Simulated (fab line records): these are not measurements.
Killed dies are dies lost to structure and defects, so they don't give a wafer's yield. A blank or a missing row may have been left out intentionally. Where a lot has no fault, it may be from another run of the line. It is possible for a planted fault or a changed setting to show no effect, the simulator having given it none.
The tool behind it: which one? / flow nand harc / 6 lots, 18 wafers sampled, at 3 steps of a route of 1159

## WHAT THE GAUGES SHOWED, per wafer
NHARC_A_M1_CD_MEAS_09 targets a cd of 120 nm.
lot=L658; measured=day 23 14:16; on=cd sem-02; cd nm (nm)=120.6 120.3 120.3
lot=L657; measured=day 24 01:28; on=cd sem-02; cd nm (nm)=119.6 119.7 119.8
lot=L659; measured=day 24 02:56; on=cd sem-02; cd nm (nm)=120.1 120.5 120.0
lot=L667; measured=day 25 10:02; on=cd sem-02; cd nm (nm)=119.6 119.5 119.8
lot=L670; measured=day 25 15:49; on=cd sem-03; cd nm (nm)=124.3 121.7 125.8
lot=L673; measured=day 26 16:23; on=cd sem-01; cd nm (nm)=120.3 120.4 121.6

## WHICH TOOL RAN EACH LOT (tool, then ch and the chambers of the sampled wafers, then the start)
lot=L658; NHARC_A_M0_DEP_32=pecvd-02 ch 0,1,2, day 23 13:00; NHARC_A_M1_EXPOSE_06=arfi scanner-03 ch 0, day 23 14:07
lot=L657; NHARC_A_M0_DEP_32=pecvd-01 ch 0,1, day 24 00:13; NHARC_A_M1_EXPOSE_06=arfi scanner-02 ch 0, day 24 01:20
lot=L659; NHARC_A_M0_DEP_32=pecvd-03 ch 0,1,2, day 24 01:52; NHARC_A_M1_EXPOSE_06=arfi scanner-02 ch 0, day 24 02:48
lot=L667; NHARC_A_M0_DEP_32=pecvd-02 ch 0,1,2, day 25 08:29; NHARC_A_M1_EXPOSE_06=arfi scanner-03 ch 0, day 25 09:55
lot=L670; NHARC_A_M0_DEP_32=pecvd-03 ch 1,2, day 25 14:28; NHARC_A_M1_EXPOSE_06=arfi scanner-03 ch 0, day 25 15:41
lot=L673; NHARC_A_M0_DEP_32=pecvd-01 ch 0,1, day 26 15:18; NHARC_A_M1_EXPOSE_06=arfi scanner-02 ch 0, day 26 16:14
- NHARC_A_M0_DEP_32: deposits SiCN, target thk 30 nm.
- NHARC_A_M1_EXPOSE_06: exposes mask A M1, target cd 120 nm.

## THE ANSWER, worked out from the rows above alone
Rule: usual is defined by the lots themselves. Put in order of their means at a reading, lots are off if they are a third of the lots or fewer, leave a main group of 4 or more, and stand apart from it by a gap of 3 or more times the standard deviation of the main group's means; of several such gaps the widest counts. A main group whose means are all the same, to the digits that the tables above print for the reading, isn't used. A lot without any number at a reading at which 4 lots or more have one is off too. All remaining lots with rows at the step are treated as sound.
Off at NHARC_A_M1_CD_MEAS_09 (cd nm): L670. Main group: mean 120.1 nm, sd 0.43.
A tool fits if, at a process step before that reading, it ran every lot that is off, and no sound lot after the first of them. Those tools and the gauges at NHARC_A_M1_CD_MEAS_09 are tried in the same way. Can't be told from this: 3 tools fit, pecvd-03 at NHARC_A_M0_DEP_32, arfi scanner-03 at NHARC_A_M1_EXPOSE_06, cd sem-03 at NHARC_A_M1_CD_MEAS_09.

## WHAT THE SIMULATOR HAD INSERTED
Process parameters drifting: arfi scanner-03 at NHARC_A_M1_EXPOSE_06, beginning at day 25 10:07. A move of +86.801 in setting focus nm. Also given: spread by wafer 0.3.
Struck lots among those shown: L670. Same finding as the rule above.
